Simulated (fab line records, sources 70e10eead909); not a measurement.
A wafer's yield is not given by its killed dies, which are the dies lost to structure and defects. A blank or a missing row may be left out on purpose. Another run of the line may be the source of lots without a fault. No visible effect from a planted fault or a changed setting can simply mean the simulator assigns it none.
The tool behind it: which one? + flow nandHarc + 6 lots with 18 wafers sampled at 5 steps, on a route of 1159 steps

== WHAT THE GAUGES SHOWED, per wafer ==
NHARC_END_SORT_01.
| lot  | measured     | on        | killedAtArray |
|------|--------------|-----------|---------------|
| L879 | day 22 08:11 | prober-01 | 674 673 669   |
| L880 | day 23 04:44 | prober-02 | 674 673 676   |

== WHAT TOOL EACH LOT RAN ON (gives the tool, then ch and the chambers of the sampled wafers, and finally the start) ==
| lot  | NHARC_A_CONTACT_ETCH_78                      | NHARC_A_CONTACT_ETCH_132           | NHARC_A_CONTACT_ETCH_133           | NHARC_A_CONTACT_DEP_85          |
|------|----------------------------------------------|------------------------------------|------------------------------------|---------------------------------|
| L867 | rieDiel-07 ch 0,2,3, day 16 20:01 or earlier | harCapEtch-02 ch 0,1, day 16 20:01 | harCapEtch-02 ch 0,1, day 16 20:10 | pecvd-04 ch 0,2, day 16 23:30   |
| L879 | rieDiel-07 ch 0,1,3, day 19 23:40 or earlier | harCapEtch-01 ch 0,1, day 19 23:40 | harCapEtch-01 ch 0,1, day 19 23:48 | pecvd-03 ch 0,1,2, day 20 03:19 |
| L880 | rieDiel-07 ch 0,1,3, day 20 14:54 or earlier | harCapEtch-03 ch 1, day 20 14:54   | harCapEtch-03 ch 1, day 20 15:07   | pecvd-04 ch 0,1, day 20 18:19   |
| L886 | rieDiel-01 ch 0,1,3, day 21 04:30 or earlier | harCapEtch-01 ch 0,1, day 21 04:30 | harCapEtch-01 ch 0,1, day 21 04:38 | pecvd-03 ch 0,1,2, day 21 10:32 |
| L888 | rieDiel-07 ch 0,1,2, day 22 04:38 or earlier | harCapEtch-01 ch 0,1, day 22 04:38 | harCapEtch-01 ch 0,1, day 22 04:46 | pecvd-03 ch 0,1, day 22 08:14   |
| L887 | rieDiel-07 ch 0,1, day 22 14:55 or earlier   | harCapEtch-02 ch 0,1, day 22 14:55 | harCapEtch-02 ch 0,1, day 22 15:06 | pecvd-04 ch 0,1, day 22 18:05   |
- NHARC_A_CONTACT_ETCH_78: etches the open film in O2/COS, target depth 2800 nm, time 728 s.
- NHARC_A_CONTACT_ETCH_132: etches the open film in C4F8/O2/Ar, time 156 s, target depth 958 nm.
- NHARC_A_CONTACT_ETCH_133: etches the open film in C4F8/O2/Ar, time 195 s, target depth 840 nm.
- NHARC_A_CONTACT_DEP_85: deposits SiON, target thk 50 nm.

== THE ANSWER, worked out from the rows above alone ==
Rule: usual is defined by the lots themselves. The widest of any qualifying gaps counts: lots, ordered by their means at a reading, are off when they make up no more than a third of the lots, leave a main group of 4 or more, and stand apart from it by 3 or more times the standard deviation of that group's means. A main group whose means are all the same, to the digits that the tables above print for the reading, isn't used. Also off: a lot with no number at a reading for which 4 or more lots have one. Any other lot the step has rows for is counted as sound.
No lot is off on any of the readings shown, so nothing can be concluded from this.

== WHAT THE SIMULATOR HAD PUT IN ==
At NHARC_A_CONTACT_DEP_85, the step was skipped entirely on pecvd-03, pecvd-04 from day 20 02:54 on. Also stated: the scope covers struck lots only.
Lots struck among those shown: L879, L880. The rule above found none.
